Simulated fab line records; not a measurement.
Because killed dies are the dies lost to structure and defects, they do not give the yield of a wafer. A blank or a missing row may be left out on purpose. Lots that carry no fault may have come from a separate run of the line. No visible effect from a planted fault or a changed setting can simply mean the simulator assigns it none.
fab line records	flow nand_harc	part 2 of 2: steps 27 to 40 of 40
record: lots: 5	wafers: 15	last_day: 29
route steps=1302 shown P_STI@83 P_GATE@110
lots with no fault: from the same line, run without faults
start_h: hours from the record's opening day to when the first of the lot's shown wafers began	wait_h: hours since the lot's step before	" same as the row above	L1.1+2: several wafers, shown together as one row	- value missing, or start not given	* or withheld: withheld	< > ~ a bound
route shown NAME@n: a module of which the file shows steps, and the number in the route of the first	usual: the fault-free wafers' mean and standard deviation	same: alike in all rows	chamber/n: place in a boat	sites: each site's reading	_std_site: standard deviation of those values	_edge_site: inner sites' mean taken away from outer sites' mean	radius_mm: for every site, how far away it sits from the centre of the wafer	mask NAME#n: copy n	behind: the most recent tool/chamber to have shaped the wafer	hold: the reason the lot was held/the length of the hold in hours/how it ended	device: the n, p or np transistor that did not switch	end of line: at the end of the route, the tests of the same wafers	where a step has no rows: the recipe by itself	killed: not the wafer's yield, but the dies lost to structure and defects at the first sort	map: shows each die of a wafer: x if killed, . if not, _ if none is there
set.NAME: the setting as run; set.NAME@STEP: as run at that earlier step	model.NAME: the simulator's own value behind a step, which no gauge read
lots at selected steps of the route; one table per step, one row per wafer
services: from which hour (start_h, from the record's first day; less than 0 if before it) a tool's chamber was out of use, for how many hours, and why
== steps ==
step: NHARC_P_GATE_ETCH_69
recipe: target_depth_a: 140	chemistry: dHF	material: SiO2
lot.wafer	tool	chamber	start_h	wait_h
L076.2+5+4	wet_bench-04	7,3,4	89.39	0.0
L078.5+4+3	wet_bench-04	0,2,3	109.74	0.0
L079.1+5+4	wet_bench-06	3,4,0	119.95	0.1
L087.3+2+5	wet_bench-07	3,4,5	200.70	0.1
L088.4+5+6	wet_bench-06	4,5,0	217.02	0.1
step: NHARC_P_GATE_PRECLEAN_70
recipe: time_s: *	temp_c: 50	bath_age_min: 0	chemistry: SC1
lot.wafer	tool	chamber	start_h	wait_h
L076.2+5+4	wet_bench-04	7,3,4	89.49	0.1
L078.5+4+3	wet_bench-04	0,2,3	109.84	0.1
L079.1+5+4	wet_bench-06	3,4,0	120.05	0.1
L087.3+2+5	wet_bench-07	3,4,5	200.77	0.1
L088.4+5+6	wet_bench-06	4,5,0	217.10	0.1
step: NHARC_P_GATE_SRD_01
lot.wafer	tool	chamber	start_h	wait_h
L076.2+5+4	wet_bench-04	7,3,4	-	-
L078.5+4+3	wet_bench-04	0,2,3	-	-
L079.1+5+4	wet_bench-06	3,4,0	-	-
L087.3+2+5	wet_bench-07	3,4,5	-	-
L088.4+5+6	wet_bench-06	4,5,0	-	-
step: NHARC_P_GATE_OXIDE_02
recipe: target_thk_a: 375	temp_c: 950	p_h2o_torr: 720	ox_time_s: 365	material: SiO2
usual: spike_tc_lower_C: 950.2/1.3	zone_power_bottom_pct: 31/3.4
lot.wafer	tool	chamber	start_h	wait_h	spike_tc_lower_C	zone_power_bottom_pct
L076.2	furnace-08	0	93.06	-	948.1	36
L076.4	"	0	"	"	949.0	36
L076.5	"	0	"	"	950.5	35
L078.3	furnace-04	0	113.05	-	952.1	30
L078.4	"	0	"	"	952.5	29
L078.5	"	0	"	"	951.6	29
L079.1	furnace-01	0	123.63	-	949.1	28
L079.4	"	0	"	"	950.6	28
L079.5	"	0	"	"	948.8	28
L087.2	furnace-01	0	204.35	-	950.5	29
L087.3	"	0	"	"	947.9	28
L087.5	"	0	"	"	947.2	28
L088.4	furnace-08	0	220.45	-	949.8	36
L088.5	"	0	"	"	950.2	36
L088.6	"	0	"	"	950.6	36
step: NHARC_P_GATE_DEHYDRATE_03
recipe: temp_c: 150	time_s: 120
usual: plate_temp_C: 149.99/0.15
lot.wafer	tool	chamber	start_h	wait_h	plate_temp_C
L076.2	litho_track-02	0	97.58	0.4	149.75
L076.4	"	0	"	"	149.76
L076.5	"	0	"	"	149.79
L078.3	litho_track-05	0	117.66	0.4	149.94
L078.4	"	0	"	"	150.06
L078.5	"	0	"	"	149.79
L079.1	litho_track-03	0	128.20	0.4	150.21
L079.4	"	0	"	"	149.94
L079.5	"	0	"	"	149.96
L087.2	litho_track-05	0	208.95	0.4	149.90
L087.3	"	0	"	"	149.90
L087.5	"	0	"	"	149.96
L088.4	litho_track-03	0	225.04	0.4	150.09
L088.5	"	0	"	"	150.02
L088.6	"	0	"	"	149.86
step: NHARC_P_GATE_HMDS_04
recipe: time_s: 30
lot.wafer	tool	chamber	start_h	wait_h
L076.2+4+5	litho_track-02	0	-	-
L078.3+4+5	litho_track-05	0	-	-
L079.1+4+5	litho_track-03	0	-	-
L087.2+3+5	litho_track-05	0	-	-
L088.4+5+6	litho_track-03	0	-	-
step: NHARC_P_GATE_COAT_05
recipe: spin_rpm: 4690
lot.wafer	tool	chamber	start_h	wait_h
L076.2+4+5	litho_track-02	0	-	-
L078.3+4+5	litho_track-05	0	-	-
L079.1+4+5	litho_track-03	0	-	-
L087.2+3+5	litho_track-05	0	-	-
L088.4+5+6	litho_track-03	0	-	-
step: NHARC_P_GATE_SOFTBAKE_06
recipe: temp_c: 122	time_s: 95
usual: plate_temp_C: 122.01/0.12
lot.wafer	tool	chamber	start_h	wait_h	plate_temp_C
L076.2	litho_track-02	0	-	-	122.07
L076.4	"	0	"	"	122.08
L076.5	"	0	"	"	121.86
L078.3	litho_track-05	0	-	-	122.07
L078.4	"	0	"	"	122.16
L078.5	"	0	"	"	122.20
L079.1	litho_track-03	0	-	-	122.03
L079.4	"	0	"	"	122.10
L079.5	"	0	"	"	122.11
L087.2	litho_track-05	0	-	-	122.09
L087.3	"	0	"	"	122.09
L087.5	"	0	"	"	122.08
L088.4	litho_track-03	0	-	-	121.85
L088.5	"	0	"	"	121.96
L088.6	"	0	"	"	121.89
step: NHARC_P_GATE_EBR_07
lot.wafer	tool	chamber	start_h	wait_h
L076.2+4+5	litho_track-02	0	-	-
L078.3+4+5	litho_track-05	0	-	-
L079.1+4+5	litho_track-03	0	-	-
L087.2+3+5	litho_track-05	0	-	-
L088.4+5+6	litho_track-03	0	-	-
step: NHARC_P_GATE_EXPOSE_08
recipe: na: 0.6	dose_mj: 16.75	mask_id: P_HV
lot.wafer	tool	chamber	start_h	wait_h	mask
L076.2+4+5	krf_scanner-04	0	97.73	-	P_HV#0
L078.3+4+5	krf_scanner-02	0	117.81	-	P_HV#0
L079.1+4+5	krf_scanner-02	0	128.34	-	P_HV#0
L087.2+3+5	krf_scanner-03	0	209.22	-	P_HV#0
L088.4+5+6	krf_scanner-02	0	225.33	-	P_HV#0
step: NHARC_P_GATE_PEB_09
recipe: peb_temp_c: 118	peb_time_s: 85
usual: plate_temp_C: 117.98/0.13
lot.wafer	tool	chamber	start_h	wait_h	plate_temp_C
L076.2	litho_track-05	0	97.79	0.1	117.97
L076.4	"	0	"	"	117.95
L076.5	"	0	"	"	118.05
L078.3	litho_track-02	0	117.87	0.0	117.98
L078.4	"	0	"	"	118.09
L078.5	"	0	"	"	117.91
L079.1	litho_track-02	0	128.41	0.1	117.83
L079.4	"	0	"	"	117.75
L079.5	"	0	"	"	117.86
L087.2	litho_track-03	0	209.29	0.1	118.02
L087.3	"	0	"	"	117.87
L087.5	"	0	"	"	117.95
L088.4	litho_track-03	0	225.38	0.0	117.98
L088.5	"	0	"	"	118.29
L088.6	"	0	"	"	118.08
step: NHARC_P_GATE_DEVELOP_10
recipe: time_s: 70
lot.wafer	tool	chamber	start_h	wait_h
L076.2+4+5	litho_track-05	0	-	-
L078.3+4+5	litho_track-02	0	-	-
L079.1+4+5	litho_track-02	0	-	-
L087.2+3+5	litho_track-03	0	-	-
L088.4+5+6	litho_track-03	0	-	-
step: NHARC_P_GATE_CD_MEAS_11
recipe: target_cd_nm: 1640	landing_energy_ev: 500
usual: cd_nm: 1639.8/2
lot.wafer	tool	chamber	start_h	wait_h	cd_nm
L076.2	cd_sem-01	0	97.88	-	1642.5
L076.4	"	0	"	"	1640.2
L076.5	"	0	"	"	1639.9
L078.3	cd_sem-02	0	117.96	-	1635.7
L078.4	"	0	"	"	1638.3
L078.5	"	0	"	"	1638.0
L079.1	cd_sem-03	0	128.50	-	1641.3
L079.4	"	0	"	"	1637.5
L079.5	"	0	"	"	1640.0
L087.2	cd_sem-01	0	209.38	-	1642.0
L087.3	"	0	"	"	1639.9
L087.5	"	0	"	"	1638.9
L088.4	cd_sem-03	0	225.48	-	1640.2
L088.5	"	0	"	"	1641.8
L088.6	"	0	"	"	1642.6
step: NHARC_P_GATE_HARDBAKE_12
recipe: temp_c: 125	time_s: 80
usual: plate_temp_C: 125.02/0.14
lot.wafer	tool	chamber	start_h	wait_h	plate_temp_C
L076.2	litho_track-03	0	97.96	-	124.84
L076.4	"	0	"	"	125.00
L076.5	"	0	"	"	124.99
L078.3	litho_track-05	0	118.04	-	124.96
L078.4	"	0	"	"	125.01
L078.5	"	0	"	"	125.04
L079.1	litho_track-03	0	128.58	-	124.86
L079.4	"	0	"	"	125.04
L079.5	"	0	"	"	124.99
L087.2	litho_track-03	0	209.46	-	124.83
L087.3	"	0	"	"	125.07
L087.5	"	0	"	"	125.27
L088.4	litho_track-02	0	225.56	-	124.83
L088.5	"	0	"	"	125.33
L088.6	"	0	"	"	125.07
== services ==
tool	chamber	start_h	hours	kind
wet_bench-04	-	51.20	8.0	pm
litho_track-02	-	52.00	7.0	pm
rie_diel-05	-	52.60	9.0	pm
wet_bench-02	-	68.00	8.0	pm
rie_diel-05	1	76.13	22.1	repair
rie_si-05	0	82.81	1.0	repair
krf_scanner-02	-	94.00	4.0	pm
rie_diel-05	-	95.25	0.4	repair
litho_track-03	-	100.00	7.0	pm
wet_bench-01	-	101.68	8.0	pm
rie_diel-04	3	119.86	4.6	repair
litho_track-05	-	124.00	7.0	pm
rie_si-05	-	128.00	9.0	pm
rie_diel-06	-	130.20	9.0	pm
rie_diel-06	-	152.03	5.1	repair
wet_bench-07	-	160.01	8.0	pm
rie_si-05	2	161.21	9.8	repair
wet_bench-09	-	176.80	8.0	pm
rie_si-05	3	177.51	1.8	repair
hdpcvd-01	-	185.00	13.0	pm
rie_diel-05	1	191.23	5.5	repair
wet_bench-06	-	193.60	8.0	pm
wet_bench-01	-	196.12	2.0	repair
wet_bench-04	-	213.21	6.5	repair
